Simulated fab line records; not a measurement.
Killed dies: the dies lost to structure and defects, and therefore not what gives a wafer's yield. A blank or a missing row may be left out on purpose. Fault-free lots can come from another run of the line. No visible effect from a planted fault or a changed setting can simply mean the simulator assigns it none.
Matching of chambers    flow n5Finfet    4 sister chambers for N5_PASSIVATION_VIA_ETCH_13 on rieDiel-02
The step etches SiO2 in CHF3/O2, target depth 660 nm, time 330 s. 14 wafers are shown with their chamber, then 6 later ones without.

== WAFERS, EACH WITH ITS CHAMBER ==
wafer   chamber  drypumpMotorCurrentA (A)  showerheadPlenumPTorr (Torr)  throttleValvePct (%)
L424.1  0        5.3                       2.41                          19.24
L424.3  2        6.1                       2.23                          19.25
L424.4  1        4.9                       2.30                          18.68
L427.1  1        4.9                       2.29                          18.72
L427.5  0        5.3                       2.40                          19.26
L427.6  3        5.6                       2.54                          18.98
L430.1  2        6.1                       2.22                          19.29
L430.5  3        5.7                       2.54                          18.98
L430.6  0        5.3                       2.40                          19.25
L432.2  0        5.3                       2.40                          19.25
L432.4  2        6.1                       2.22                          19.29
L432.5  1        4.9                       2.29                          18.71
L442.3  2        6.1                       2.22                          19.32
L442.4  3        5.6                       2.54                          19.03

SIGNATURES (averages over the wafers above)
reading                chamber 0  chamber 1  chamber 2  chamber 3  scatter within a chamber
drypumpMotorCurrentA   5.300      4.900      6.100      5.633      0.0258
showerheadPlenumPTorr  2.4025     2.2933     2.2225     2.5400     0.00465
throttleValvePct       19.2500    18.7033    19.2875    18.9967    0.0228
Rule: a wafer lies at a distance from a chamber equal to the root of the sum of squares, over the readings, of (its reading less the chamber's mean, divided by the reading's scatter). The wafer belongs to the nearest chamber; if the next one is less than 2 further off, it can't be placed. The scatter: the root of (the sum of the squares of (reading less its chamber's mean) over the shown wafers, divided by (wafers less chambers)).

== WAFERS WITH NO CHAMBER GIVEN ==
wafer   drypumpMotorCurrentA (A)  showerheadPlenumPTorr (Torr)  throttleValvePct (%)
L446.3  5.6                       2.53                          19.03
L446.4  4.9                       2.58                          18.39
L446.6  5.6                       2.53                          19.03
L444.1  4.9                       2.58                          18.39
L444.3  6.1                       2.21                          19.33
L444.4  5.3                       2.39                          19.31

== WHICH CHAMBER EACH WENT THROUGH ==
wafer    from the rows above   in truth
L446.3   3                     3
L446.4   3                     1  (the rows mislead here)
L446.6   3                     3
L444.1   3                     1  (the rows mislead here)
L444.3   2                     2
L444.4   0                     0
Correctly placed: 4 of 6. Not placeable from these rows: 0. Placed wrongly: 2.
